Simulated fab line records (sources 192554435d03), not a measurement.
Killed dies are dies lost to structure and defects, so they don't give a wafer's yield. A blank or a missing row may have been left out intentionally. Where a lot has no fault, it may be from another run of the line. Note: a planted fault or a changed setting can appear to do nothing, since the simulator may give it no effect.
Which of the tools did it? / flow n5_finfet / 10 lots, 26 wafers sampled, at 6 steps of a route of 1938

WHAT THE GAUGES READ, wafer by wafer
N5_STI_FIN_REVEAL_INSPECT_13: inspects for defects (darkfield). Usual: raw_defect_count 12, standard deviation 4.6.
lot=L826; measured=day 2 19:34; on=defect_inspect-01; raw_defect_count=7 13; flag=
lot=L829; measured=day 3 14:38; on=defect_inspect-02; raw_defect_count=10 10 9; flag=
lot=L830; measured=day 3 20:42; on=defect_inspect-01; raw_defect_count=9 15 9; flag=
lot=L833; measured=day 4 11:59; on=defect_inspect-01; raw_defect_count=16 17 15; flag=
lot=L834; measured=day 4 22:52; on=defect_inspect-02; raw_defect_count=15 8; flag=
lot=L840; measured=day 6 10:20; on=defect_inspect-02; raw_defect_count=355 351 325; flag=OFF
lot=L842; measured=day 6 21:08; on=defect_inspect-02; raw_defect_count=348 340 327; flag=OFF
lot=L845; measured=day 7 13:08; on=defect_inspect-02; raw_defect_count=15 11 14; flag=
lot=L847; measured=day 8 00:07; on=defect_inspect-01; raw_defect_count=30 12; flag=
lot=L848; measured=day 8 09:17; on=defect_inspect-02; raw_defect_count=16 8; flag=

N5_BEOL_M4_RC_MEAS_101. Usual: DIBL_N 36.0 mV/V, standard deviation 2; DIBL_P 35.9 mV/V, standard deviation 2.5; IOFF_N 0.16 nA/um, standard deviation 0.038; IOFF_P 0.21 nA/um, standard deviation 0.04; ION_N 675 uA/um, standard deviation 14; ION_P 462 uA/um, standard deviation 9.4; SS_N 71.5 mV/dec, standard deviation 0.75; SS_P 73.2 mV/dec, standard deviation 0.74; VT_N 250 mV, standard deviation 3.9; VT_P -251 mV, standard deviation 3.2.
lot=L826; measured=day 7 20:10; on=prober-01; DIBL_N (mV/V)=35.2 36.8; DIBL_P (mV/V)=35.1 35.2; IOFF_N (nA/um)=0.17 0.21; IOFF_P (nA/um)=0.22 0.22; ION_N (uA/um)=691 694; ION_P (uA/um)=472 466; SS_N (mV/dec)=70.9 71.7; SS_P (mV/dec)=73.1 73.5; VT_N (mV)=244 242; VT_P (mV)=-245 -246; flag=
lot=L829; measured=day 9 05:07; on=prober-01; DIBL_N (mV/V)=37.3 32.4 38.7; DIBL_P (mV/V)=37.2 31.9 39.4; IOFF_N (nA/um)=0.17 0.11 0.20; IOFF_P (nA/um)=0.19 0.14 0.25; ION_N (uA/um)=664 654 670; ION_P (uA/um)=446 445 459; SS_N (mV/dec)=72.3 70.8 71.8; SS_P (mV/dec)=73.7 72.6 74.5; VT_N (mV)=251 256 246; VT_P (mV)=-255 -257 -251; flag=
lot=L830; measured=day 9 00:43; on=prober-02; DIBL_N (mV/V)=36.9 37.0 37.0; DIBL_P (mV/V)=37.7 39.5 38.4; IOFF_N (nA/um)=0.20 0.18 0.18; IOFF_P (nA/um)=0.25 0.28 0.26; ION_N (uA/um)=705 681 692; ION_P (uA/um)=478 474 479; SS_N (mV/dec)=71.5 71.4 71.2; SS_P (mV/dec)=73.2 74.4 73.7; VT_N (mV)=244 249 247; VT_P (mV)=-246 -249 -248; flag=
lot=L833; measured=day 9 20:21; on=prober-02; DIBL_N (mV/V)=35.6 34.8 35.3; DIBL_P (mV/V)=34.3 33.3 34.1; IOFF_N (nA/um)=0.16 0.13 0.14; IOFF_P (nA/um)=0.23 0.22 0.23; ION_N (uA/um)=701 683 686; ION_P (uA/um)=483 475 472; SS_N (mV/dec)=71.3 69.7 70.6; SS_P (mV/dec)=72.8 72.4 72.8; VT_N (mV)=243 248 248; VT_P (mV)=-245 -248 -247; flag=
lot=L834; measured=day 10 00:16; on=prober-01; DIBL_N (mV/V)=35.4 37.5; DIBL_P (mV/V)=34.6 39.3; IOFF_N (nA/um)=0.14 0.18; IOFF_P (nA/um)=0.15 0.25; ION_N (uA/um)=656 675; ION_P (uA/um)=445 459; SS_N (mV/dec)=71.9 71.5; SS_P (mV/dec)=72.7 73.4; VT_N (mV)=252 247; VT_P (mV)=-257 -250; flag=
lot=L840; measured=day 12 04:15; on=prober-01; DIBL_N (mV/V)=38.6 38.6 35.6; DIBL_P (mV/V)=39.3 39.2 36.2; IOFF_N (nA/um)=0.22 0.21 0.17; IOFF_P (nA/um)=0.24 0.26 0.20; ION_N (uA/um)=685 683 696; ION_P (uA/um)=466 472 474; SS_N (mV/dec)=72.4 72.2 71.3; SS_P (mV/dec)=73.3 73.0 72.3; VT_N (mV)=248 248 248; VT_P (mV)=-251 -248 -249; flag=
lot=L842; measured=day 12 05:52; on=prober-02; DIBL_N (mV/V)=33.6 35.3 34.5; DIBL_P (mV/V)=34.1 36.7 37.0; IOFF_N (nA/um)=0.12 0.14 0.14; IOFF_P (nA/um)=0.17 0.20 0.21; ION_N (uA/um)=669 647 688; ION_P (uA/um)=457 447 473; SS_N (mV/dec)=71.5 71.2 70.9; SS_P (mV/dec)=72.7 72.7 73.6; VT_N (mV)=255 251 250; VT_P (mV)=-253 -249 -249; flag=
lot=L845; measured=day 12 12:43; on=prober-01; DIBL_N (mV/V)=36.8 31.9 35.9; DIBL_P (mV/V)=37.8 32.6 36.6; IOFF_N (nA/um)=0.16 0.09 0.15; IOFF_P (nA/um)=0.21 0.15 0.20; ION_N (uA/um)=685 660 676; ION_P (uA/um)=465 463 468; SS_N (mV/dec)=71.4 70.5 71.2; SS_P (mV/dec)=73.6 71.4 72.9; VT_N (mV)=250 258 251; VT_P (mV)=-248 -256 -251; flag=
lot=L847; measured=day 13 13:23; on=prober-01; DIBL_N (mV/V)=34.7 33.0; DIBL_P (mV/V)=35.0 31.9; IOFF_N (nA/um)=0.12 0.11; IOFF_P (nA/um)=0.17 0.15; ION_N (uA/um)=664 663; ION_P (uA/um)=460 464; SS_N (mV/dec)=71.2 70.9; SS_P (mV/dec)=72.7 71.9; VT_N (mV)=254 258; VT_P (mV)=-253 -256; flag=
lot=L848; measured=day 13 23:28; on=prober-01; DIBL_N (mV/V)=38.3 39.1; DIBL_P (mV/V)=37.2 37.9; IOFF_N (nA/um)=0.19 0.21; IOFF_P (nA/um)=0.21 0.22; ION_N (uA/um)=689 679; ION_P (uA/um)=465 454; SS_N (mV/dec)=72.3 73.5; SS_P (mV/dec)=74.2 73.3; VT_N (mV)=249 246; VT_P (mV)=-253 -250; flag=

WHICH TOOL RAN EACH LOT (tool, then ch and the chambers of the sampled wafers, then the start)
lot=L826; N5_FIN_CUT_STRIP_22=rie_diel-06 ch 1,2, day 2 10:42; N5_STI_FIN_REVEAL_ETCHBACK_08=rie_diel-04 ch 0,3, day 2 16:31; N5_STI_FIN_REVEAL_STRIP_24=rie_diel-04 ch 0,3, day 2 16:33; N5_STI_FIN_REVEAL_PRECLEAN_17=remote_plasma-01 ch 0, day 2 18:45
lot=L829; N5_FIN_CUT_STRIP_22=rie_diel-06 ch 0,1,3, day 3 05:46; N5_STI_FIN_REVEAL_ETCHBACK_08=rie_diel-05 ch 0,2,3, day 3 11:35; N5_STI_FIN_REVEAL_STRIP_24=rie_diel-05 ch 0,2,3, day 3 11:38; N5_STI_FIN_REVEAL_PRECLEAN_17=remote_plasma-01 ch 1, day 3 13:44
lot=L830; N5_FIN_CUT_STRIP_22=rie_diel-06 ch 1,2, day 3 11:04; N5_STI_FIN_REVEAL_ETCHBACK_08=rie_diel-04 ch 0,2, day 3 17:38; N5_STI_FIN_REVEAL_STRIP_24=rie_diel-04 ch 0,2, day 3 17:40; N5_STI_FIN_REVEAL_PRECLEAN_17=remote_plasma-02 ch 0, day 3 19:49
lot=L833; N5_FIN_CUT_STRIP_22=rie_diel-02 ch 0,1,3, day 4 03:07; N5_STI_FIN_REVEAL_ETCHBACK_08=rie_diel-04 ch 0,1,3, day 4 08:57; N5_STI_FIN_REVEAL_STRIP_24=rie_diel-04 ch 0,1,3, day 4 08:59; N5_STI_FIN_REVEAL_PRECLEAN_17=remote_plasma-02 ch 1, day 4 11:05
lot=L834; N5_FIN_CUT_STRIP_22=rie_diel-06 ch 0,2, day 4 11:46; N5_STI_FIN_REVEAL_ETCHBACK_08=rie_diel-05 ch 0,3, day 4 19:49; N5_STI_FIN_REVEAL_STRIP_24=rie_diel-05 ch 0,3, day 4 19:50; N5_STI_FIN_REVEAL_PRECLEAN_17=remote_plasma-01 ch 0, day 4 21:58
lot=L840; N5_FIN_CUT_STRIP_22=rie_diel-02 ch 0,1,3, day 6 00:52; N5_STI_FIN_REVEAL_ETCHBACK_08=rie_diel-03 ch 1,2,3, day 6 07:01; N5_STI_FIN_REVEAL_STRIP_24=rie_diel-03 ch 1,2,3, day 6 07:04; N5_STI_FIN_REVEAL_PRECLEAN_17=remote_plasma-02 ch 1, day 6 09:20
lot=L842; N5_FIN_CUT_STRIP_22=rie_diel-02 ch 0,2,3, day 6 10:19; N5_STI_FIN_REVEAL_ETCHBACK_08=rie_diel-03 ch 0,1,3, day 6 17:44; N5_STI_FIN_REVEAL_STRIP_24=rie_diel-03 ch 0,1,3, day 6 17:47; N5_STI_FIN_REVEAL_PRECLEAN_17=remote_plasma-02 ch 1, day 6 20:07
lot=L845; N5_FIN_CUT_STRIP_22=rie_diel-01 ch 1,2, day 7 03:11; N5_STI_FIN_REVEAL_ETCHBACK_08=rie_diel-04 ch 0,1, day 7 10:02; N5_STI_FIN_REVEAL_STRIP_24=rie_diel-04 ch 0,1, day 7 10:05; N5_STI_FIN_REVEAL_PRECLEAN_17=remote_plasma-01 ch 0, day 7 12:14
lot=L847; N5_FIN_CUT_STRIP_22=rie_diel-06 ch 2,3, day 7 14:59; N5_STI_FIN_REVEAL_ETCHBACK_08=rie_diel-04 ch 0,1, day 7 20:51; N5_STI_FIN_REVEAL_STRIP_24=rie_diel-04 ch 0,1, day 7 20:55; N5_STI_FIN_REVEAL_PRECLEAN_17=remote_plasma-01 ch 1, day 7 23:16
lot=L848; N5_FIN_CUT_STRIP_22=rie_diel-06 ch 1,2, day 7 23:35; N5_STI_FIN_REVEAL_ETCHBACK_08=rie_diel-05 ch 1,3, day 8 06:13; N5_STI_FIN_REVEAL_STRIP_24=rie_diel-05 ch 1,3, day 8 06:15; N5_STI_FIN_REVEAL_PRECLEAN_17=remote_plasma-01 ch 0, day 8 08:23
- N5_FIN_CUT_STRIP_22: strips in N2/H2.
- N5_STI_FIN_REVEAL_ETCHBACK_08: etches SiO2 in C4F6/O2, target depth 30.5 nm, time 10.167 s.
- N5_STI_FIN_REVEAL_STRIP_24: strips in N2/H2, time 90 s.
- N5_STI_FIN_REVEAL_PRECLEAN_17: cleans in NF3:NH3, afs cycles 1, time 20 s, sublimation time 60 s.

WHAT THE TOOLS THEMSELVES READ (means of the sampled wafers that have a number; where no wafer has one, the mark that the record gives instead)
N5_FIN_CUT_STRIP_22. Usual: drypump_motor_current_A 5.5 A, standard deviation 0.38; oes_product_au 0.78 a.u., standard deviation 0.086; rf_vpp_V 54.5 V, standard deviation 2.4; showerhead_plenum_p_Torr 3.39 Torr, standard deviation 0.1; temp_c 40.01 C, standard deviation 0.12; throttle_valve_pct 18.9 %, standard deviation 0.39.
lot=L826; tool=rie_diel-06; drypump_motor_current_A (A)=5.5; oes_product_au (a.u.)=0.82; rf_vpp_V (V)=54.5; showerhead_plenum_p_Torr (Torr)=3.46; temp_c (C)=40.09; throttle_valve_pct (%)=19.0; flag=
lot=L829; tool=rie_diel-06; drypump_motor_current_A (A)=5.4; oes_product_au (a.u.)=0.74; rf_vpp_V (V)=52.4; showerhead_plenum_p_Torr (Torr)=3.40; temp_c (C)=40.04; throttle_valve_pct (%)=19.1; flag=
lot=L830; tool=rie_diel-06; drypump_motor_current_A (A)=5.7; oes_product_au (a.u.)=0.79; rf_vpp_V (V)=53.8; showerhead_plenum_p_Torr (Torr)=3.47; temp_c (C)=40.01; throttle_valve_pct (%)=19.2; flag=
lot=L833; tool=rie_diel-02; drypump_motor_current_A (A)=5.9; oes_product_au (a.u.)=0.80; rf_vpp_V (V)=54.8; showerhead_plenum_p_Torr (Torr)=3.35; temp_c (C)=40.11; throttle_valve_pct (%)=18.7; flag=
lot=L834; tool=rie_diel-06; drypump_motor_current_A (A)=5.2; oes_product_au (a.u.)=0.85; rf_vpp_V (V)=52.2; showerhead_plenum_p_Torr (Torr)=3.46; temp_c (C)=39.88; throttle_valve_pct (%)=18.9; flag=
lot=L840; tool=rie_diel-02; drypump_motor_current_A (A)=5.8; oes_product_au (a.u.)=0.79; rf_vpp_V (V)=54.1; showerhead_plenum_p_Torr (Torr)=3.34; temp_c (C)=39.94; throttle_valve_pct (%)=18.7; flag=
lot=L842; tool=rie_diel-02; drypump_motor_current_A (A)=5.7; oes_product_au (a.u.)=0.77; rf_vpp_V (V)=55.4; showerhead_plenum_p_Torr (Torr)=3.37; temp_c (C)=39.99; throttle_valve_pct (%)=18.7; flag=
lot=L845; tool=rie_diel-01; drypump_motor_current_A (A)=5.6; oes_product_au (a.u.)=0.74; rf_vpp_V (V)=54.3; showerhead_plenum_p_Torr (Torr)=3.44; temp_c (C)=39.76; throttle_valve_pct (%)=19.2; flag=
lot=L847; tool=rie_diel-06; drypump_motor_current_A (A)=5.0; oes_product_au (a.u.)=0.79; rf_vpp_V (V)=53.4; showerhead_plenum_p_Torr (Torr)=3.29; temp_c (C)=40.04; throttle_valve_pct (%)=18.9; flag=
lot=L848; tool=rie_diel-06; drypump_motor_current_A (A)=5.5; oes_product_au (a.u.)=0.79; rf_vpp_V (V)=53.8; showerhead_plenum_p_Torr (Torr)=3.44; temp_c (C)=40.07; throttle_valve_pct (%)=19.1; flag=

N5_STI_FIN_REVEAL_ETCHBACK_08. Usual: drypump_motor_current_A 5.6 A, standard deviation 0.44; oes_product_au 0.79 a.u., standard deviation 0.1; rf_vpp_V 665 V, standard deviation 16; showerhead_plenum_p_Torr 2.85 Torr, standard deviation 0.068; throttle_valve_pct 21.23 %, standard deviation 0.18.
lot=L826; tool=rie_diel-04; drypump_motor_current_A (A)=5.5; oes_product_au (a.u.)=0.83; rf_vpp_V (V)=680; showerhead_plenum_p_Torr (Torr)=2.92; throttle_valve_pct (%)=21.05; flag=
lot=L829; tool=rie_diel-05; drypump_motor_current_A (A)=5.7; oes_product_au (a.u.)=0.76; rf_vpp_V (V)=653; showerhead_plenum_p_Torr (Torr)=2.81; throttle_valve_pct (%)=21.17; flag=
lot=L830; tool=rie_diel-04; drypump_motor_current_A (A)=5.0; oes_product_au (a.u.)=0.84; rf_vpp_V (V)=671; showerhead_plenum_p_Torr (Torr)=2.86; throttle_valve_pct (%)=21.15; flag=
lot=L833; tool=rie_diel-04; drypump_motor_current_A (A)=5.5; oes_product_au (a.u.)=0.87; rf_vpp_V (V)=678; showerhead_plenum_p_Torr (Torr)=2.88; throttle_valve_pct (%)=21.19; flag=
lot=L834; tool=rie_diel-05; drypump_motor_current_A (A)=5.9; oes_product_au (a.u.)=0.73; rf_vpp_V (V)=651; showerhead_plenum_p_Torr (Torr)=2.78; throttle_valve_pct (%)=21.27; flag=
lot=L840; tool=rie_diel-03; drypump_motor_current_A (A)=5.7; oes_product_au (a.u.)=0.85; rf_vpp_V (V)=683; showerhead_plenum_p_Torr (Torr)=2.90; throttle_valve_pct (%)=21.18; flag=
lot=L842; tool=rie_diel-03; drypump_motor_current_A (A)=5.9; oes_product_au (a.u.)=0.83; rf_vpp_V (V)=672; showerhead_plenum_p_Torr (Torr)=2.87; throttle_valve_pct (%)=21.23; flag=
lot=L845; tool=rie_diel-04; drypump_motor_current_A (A)=5.0; oes_product_au (a.u.)=0.86; rf_vpp_V (V)=677; showerhead_plenum_p_Torr (Torr)=2.86; throttle_valve_pct (%)=21.19; flag=
lot=L847; tool=rie_diel-04; drypump_motor_current_A (A)=5.0; oes_product_au (a.u.)=0.86; rf_vpp_V (V)=676; showerhead_plenum_p_Torr (Torr)=2.84; throttle_valve_pct (%)=21.23; flag=
lot=L848; tool=rie_diel-05; drypump_motor_current_A (A)=5.5; oes_product_au (a.u.)=0.82; rf_vpp_V (V)=646; showerhead_plenum_p_Torr (Torr)=2.88; throttle_valve_pct (%)=21.44; flag=

N5_STI_FIN_REVEAL_STRIP_24. Usual: drypump_motor_current_A 5.6 A, standard deviation 0.44; oes_product_au 0.79 a.u., standard deviation 0.098; rf_vpp_V 45.4 V, standard deviation 0.82; showerhead_plenum_p_Torr 3.40 Torr, standard deviation 0.075; temp_c 40.00 C, standard deviation 0.11; throttle_valve_pct 12.29 %, standard deviation 0.27.
lot=L826; tool=rie_diel-04; drypump_motor_current_A (A)=5.5; oes_product_au (a.u.)=0.82; rf_vpp_V (V)=45.0; showerhead_plenum_p_Torr (Torr)=3.46; temp_c (C)=40.08; throttle_valve_pct (%)=12.03; flag=
lot=L829; tool=rie_diel-05; drypump_motor_current_A (A)=5.7; oes_product_au (a.u.)=0.76; rf_vpp_V (V)=45.3; showerhead_plenum_p_Torr (Torr)=3.35; temp_c (C)=39.98; throttle_valve_pct (%)=12.25; flag=
lot=L830; tool=rie_diel-04; drypump_motor_current_A (A)=5.0; oes_product_au (a.u.)=0.83; rf_vpp_V (V)=45.0; showerhead_plenum_p_Torr (Torr)=3.38; temp_c (C)=40.03; throttle_valve_pct (%)=12.04; flag=
lot=L833; tool=rie_diel-04; drypump_motor_current_A (A)=5.5; oes_product_au (a.u.)=0.85; rf_vpp_V (V)=44.8; showerhead_plenum_p_Torr (Torr)=3.42; temp_c (C)=40.05; throttle_valve_pct (%)=12.13; flag=
lot=L834; tool=rie_diel-05; drypump_motor_current_A (A)=5.9; oes_product_au (a.u.)=0.74; rf_vpp_V (V)=46.5; showerhead_plenum_p_Torr (Torr)=3.30; temp_c (C)=40.02; throttle_valve_pct (%)=12.32; flag=
lot=L840; tool=rie_diel-03; drypump_motor_current_A (A)=5.7; oes_product_au (a.u.)=0.84; rf_vpp_V (V)=45.7; showerhead_plenum_p_Torr (Torr)=3.46; temp_c (C)=40.04; throttle_valve_pct (%)=12.21; flag=
lot=L842; tool=rie_diel-03; drypump_motor_current_A (A)=5.9; oes_product_au (a.u.)=0.83; rf_vpp_V (V)=46.1; showerhead_plenum_p_Torr (Torr)=3.41; temp_c (C)=39.94; throttle_valve_pct (%)=12.21; flag=
lot=L845; tool=rie_diel-04; drypump_motor_current_A (A)=5.0; oes_product_au (a.u.)=0.86; rf_vpp_V (V)=46.5; showerhead_plenum_p_Torr (Torr)=3.37; temp_c (C)=40.03; throttle_valve_pct (%)=11.96; flag=
lot=L847; tool=rie_diel-04; drypump_motor_current_A (A)=5.0; oes_product_au (a.u.)=0.85; rf_vpp_V (V)=45.2; showerhead_plenum_p_Torr (Torr)=3.36; temp_c (C)=39.91; throttle_valve_pct (%)=12.07; flag=
lot=L848; tool=rie_diel-05; drypump_motor_current_A (A)=5.5; oes_product_au (a.u.)=0.83; rf_vpp_V (V)=45.4; showerhead_plenum_p_Torr (Torr)=3.41; temp_c (C)=40.07; throttle_valve_pct (%)=12.37; flag=

N5_STI_FIN_REVEAL_PRECLEAN_17. Usual: sublimation_temp_c 180.02 C, standard deviation 0.16; temp_c 29.99 C, standard deviation 0.11.
lot=L826; tool=remote_plasma-01; sublimation_temp_c (C)=179.97; temp_c (C)=29.97; flag=
lot=L829; tool=remote_plasma-01; sublimation_temp_c (C)=180.25; temp_c (C)=29.95; flag=
lot=L830; tool=remote_plasma-02; sublimation_temp_c (C)=179.86; temp_c (C)=29.95; flag=
lot=L833; tool=remote_plasma-02; sublimation_temp_c (C)=180.03; temp_c (C)=29.97; flag=
lot=L834; tool=remote_plasma-01; sublimation_temp_c (C)=179.90; temp_c (C)=30.02; flag=
lot=L840; tool=remote_plasma-02; sublimation_temp_c (C)=179.94; temp_c (C)=29.88; flag=
lot=L842; tool=remote_plasma-02; sublimation_temp_c (C)=180.12; temp_c (C)=30.08; flag=
lot=L845; tool=remote_plasma-01; sublimation_temp_c (C)=179.92; temp_c (C)=29.86; flag=
lot=L847; tool=remote_plasma-01; sublimation_temp_c (C)=180.00; temp_c (C)=30.01; flag=
lot=L848; tool=remote_plasma-01; sublimation_temp_c (C)=180.17; temp_c (C)=30.01; flag=

THE ANSWER, worked out from the rows above alone
Rule: lot off if the mean of its wafers having a number is beyond 3 standard deviations from the usual mean. Also off: a lot with no number at a reading for which 4 or more lots have one. Any other lot the step has rows for is counted as sound. After the gauges, taken in route order, come the tools' own readings; for these a lot's mean is taken, as printed above. At the first step where some lot is off, the reading lying furthest off is the one used; lots without a number count as furthest.
Off: L840, L842, at N5_STI_FIN_REVEAL_INSPECT_13 (raw_defect_count).
If a tool, at a process step before that reading, ran all the lots that are off and no sound lot after the first of them, it fits. The gauges at N5_STI_FIN_REVEAL_INSPECT_13 are tried like those tools. Can't be told from this: 3 tools fit, rie_diel-02 at N5_FIN_CUT_STRIP_22, rie_diel-03 at N5_STI_FIN_REVEAL_ETCHBACK_08 and N5_STI_FIN_REVEAL_STRIP_24, remote_plasma-02 at N5_STI_FIN_REVEAL_PRECLEAN_17.

WHAT THE SIMULATOR PUT IN
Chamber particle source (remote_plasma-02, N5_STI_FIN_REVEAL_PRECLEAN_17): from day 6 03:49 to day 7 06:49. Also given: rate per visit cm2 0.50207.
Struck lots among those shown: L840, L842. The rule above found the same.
